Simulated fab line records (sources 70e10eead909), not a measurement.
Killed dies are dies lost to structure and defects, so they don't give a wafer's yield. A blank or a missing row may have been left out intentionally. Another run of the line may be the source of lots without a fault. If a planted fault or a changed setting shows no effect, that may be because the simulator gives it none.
Chamber matching :: flow nandHarc :: 3 sister chambers for NHARC_A_M1_DEP_33 on pecvd-02
The step deposits SiCN, target thk 30 nm. 6 wafers are shown with their chamber, then 8 later ones without.

## WAFERS, EACH WITH ITS CHAMBER
wafer: L083.1
chamber: 2
heaterPowerW (W): 579
rfFwdPowerW (W): 450.9

wafer: L083.3
chamber: 1
heaterPowerW (W): 677
rfFwdPowerW (W): 449.2

wafer: L085.4
chamber: 0
heaterPowerW (W): 430
rfFwdPowerW (W): 449.1

wafer: L085.5
chamber: 1
heaterPowerW (W): 726
rfFwdPowerW (W): 449.5

wafer: L085.6
chamber: 2
heaterPowerW (W): 507
rfFwdPowerW (W): 449.4

wafer: L091.1
chamber: 0
heaterPowerW (W): 462
rfFwdPowerW (W): 448.1

## WAFERS MISSING THEIR CHAMBER
wafer: L091.3
heaterPowerW (W): 662
rfFwdPowerW (W): 450.2

wafer: L091.5
heaterPowerW (W): 680
rfFwdPowerW (W): 450.3

wafer: L092.2
heaterPowerW (W): 567
rfFwdPowerW (W): 447.8

wafer: L092.5
heaterPowerW (W): 570
rfFwdPowerW (W): 449.3

wafer: L092.6
heaterPowerW (W): 525
rfFwdPowerW (W): 450.6

wafer: L096.2
heaterPowerW (W): 534
rfFwdPowerW (W): 451.8

wafer: L096.3
heaterPowerW (W): 566
rfFwdPowerW (W): 451.2

wafer: L096.4
heaterPowerW (W): 661
rfFwdPowerW (W): 449.0

## EACH ONE'S CHAMBER
wafer: L091.3
from the rows above: can't be placed: 1 or 2
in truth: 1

wafer: L091.5
from the rows above: 1
in truth: 1

wafer: L092.2
from the rows above: can't be placed: 2 or 0 or 1
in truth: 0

wafer: L092.5
from the rows above: 2
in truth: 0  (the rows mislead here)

wafer: L092.6
from the rows above: 2
in truth: 2

wafer: L096.2
from the rows above: 2
in truth: 2

wafer: L096.3
from the rows above: 2
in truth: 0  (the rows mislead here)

wafer: L096.4
from the rows above: 1
in truth: 1
Placed correctly: 4 of 8. Cannot be placed on the basis of these rows: 2; the candidates contain the true chamber in 2. 2 placed wrongly.
How it was worked out, from the rows above alone: a wafer's distance from a chamber is the root of the sum, over the readings, of the square of ((its reading less the chamber's mean) divided by the reading's scatter). If the next closest chamber is less than 2 further off than the closest, the wafer can't be placed; otherwise it belongs to the closest. The mean given for a chamber averages the wafers shown for that chamber. The scatter is the square root of a quotient: the sum, over the shown wafers, of each reading's squared deviation from its chamber's mean, divided by wafers minus chambers.
